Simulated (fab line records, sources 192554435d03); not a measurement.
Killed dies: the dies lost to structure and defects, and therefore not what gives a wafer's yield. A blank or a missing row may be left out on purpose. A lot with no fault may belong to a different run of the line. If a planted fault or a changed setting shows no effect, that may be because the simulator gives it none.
Tool commonality check    flow n5Finfet    13 lots and 35 wafers in the sample

WHY IT WAS OPENED
At N5_BEOL_M13_CD_MEAS_28 the reading cdNm is flagged on 2 of 13 lots. Fault-free wafers read 210.0 nm, with a standard deviation of 1.7.
Rule: a lot is flagged in two cases, either no wafer of it has a number, or all its wafers with numbers fall more than 4 standard deviations from that mean. The rest of the lots are taken to be sound.

lot   measured      on        cdNm (nm), wafer by wafer  flag
L217  day 12 14:37  cdSem-01  211.2 210.4 210.3          
L218  day 12 15:55  cdSem-02  210.5 211.1 211.8          
L219  day 12 19:13  cdSem-03  214.2 213.8 211.8          
L222  day 12 19:40  cdSem-02  209.9 211.1                
L224  day 13 07:20  cdSem-01  208.2 207.2 210.1          
L220  day 13 08:26  cdSem-02  210.1 209.5 210.8          
L223  day 13 12:33  cdSem-03  210.6 210.0                
L221  day 14 08:05  cdSem-02  209.5 211.5 209.7          
L231  day 15 15:52  cdSem-03  238.4 240.4 258.3          FLAGGED
L230  day 15 17:23  cdSem-01  247.9 251.8 251.1          FLAGGED
L237  day 16 14:11  cdSem-01  208.3 207.8                
L236  day 16 17:08  cdSem-03  210.1 206.6                
L239  day 17 15:22  cdSem-03  209.5 209.5 208.5          
Average over the flagged lots: 248.0 nm; offset from the usual +38.0 nm, equal to +22 standard deviations.

LOT BY LOT: THE TOOL USED
The record holds 1 process step before the reading, out of a route of 1938 steps. Read each cell as the tool, then ch plus the chambers that the sampled wafers visited, then the start.
lot   flag     N5_BEOL_M13_EXPOSE_25
L217           krfScanner-01 ch 0, day 12 14:26
L218           krfScanner-02 ch 0, day 12 15:44
L219           krfScanner-01 ch 0, day 12 19:03
L222           krfScanner-02 ch 0, day 12 19:29
L224           krfScanner-01 ch 0, day 13 07:10
L220           krfScanner-01 ch 0, day 13 08:16
L223           krfScanner-01 ch 0, day 13 12:24
L221           krfScanner-02 ch 0, day 14 07:54
L231  FLAGGED  krfScanner-01 ch 0, day 15 15:41
L230  FLAGGED  krfScanner-01 ch 0, day 15 17:13
L237           krfScanner-02 ch 0, day 16 14:01
L236           krfScanner-02 ch 0, day 16 16:58
L239           krfScanner-02 ch 0, day 17 15:11
What these steps do:
- N5_BEOL_M13_EXPOSE_25: exposes mask M13, target cd 210 nm.
- N5_BEOL_M13_CD_MEAS_28: target cd 209.5 nm.

FLAGGED OVER TOTAL, TOOL BY TOOL (the gauges that took the reading come last)
step                    tool           lots run  flagged  share of the flagged lots  sound lots run after its first flagged lot
N5_BEOL_M13_EXPOSE_25   krfScanner-01  7         2        all                        0
N5_BEOL_M13_EXPOSE_25   krfScanner-02  6         0        none                       -
N5_BEOL_M13_CD_MEAS_28  cdSem-01       4         1        some                       1 (L237)
N5_BEOL_M13_CD_MEAS_28  cdSem-02       4         0        none                       -
N5_BEOL_M13_CD_MEAS_28  cdSem-03       5         1        some                       2 (L236,L239)

THE TABLE: WHAT IT ALLOWS
In the table, 1 row covers all flagged lots: krfScanner-01 at N5_BEOL_M13_EXPOSE_25.
- krfScanner-01 at N5_BEOL_M13_EXPOSE_25 ran 7 lots, 2 of them flagged. Last sound lot L223 at day 13 12:24, first flagged lot L231 at day 15 15:41; a fault beginning in between fits. Its own readings (exposureDoseMJCm2) fall more than 4 standard deviations out on all wafers of the flagged lots.
One tool is left: krfScanner-01 at N5_BEOL_M13_EXPOSE_25.

WHAT WAS PUT IN BY THE SIMULATOR
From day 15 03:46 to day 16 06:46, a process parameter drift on krfScanner-01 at N5_BEOL_M13_EXPOSE_25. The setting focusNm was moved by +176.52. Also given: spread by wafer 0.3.
Lots struck among those shown: L231, L230. The rule above reached the same finding.
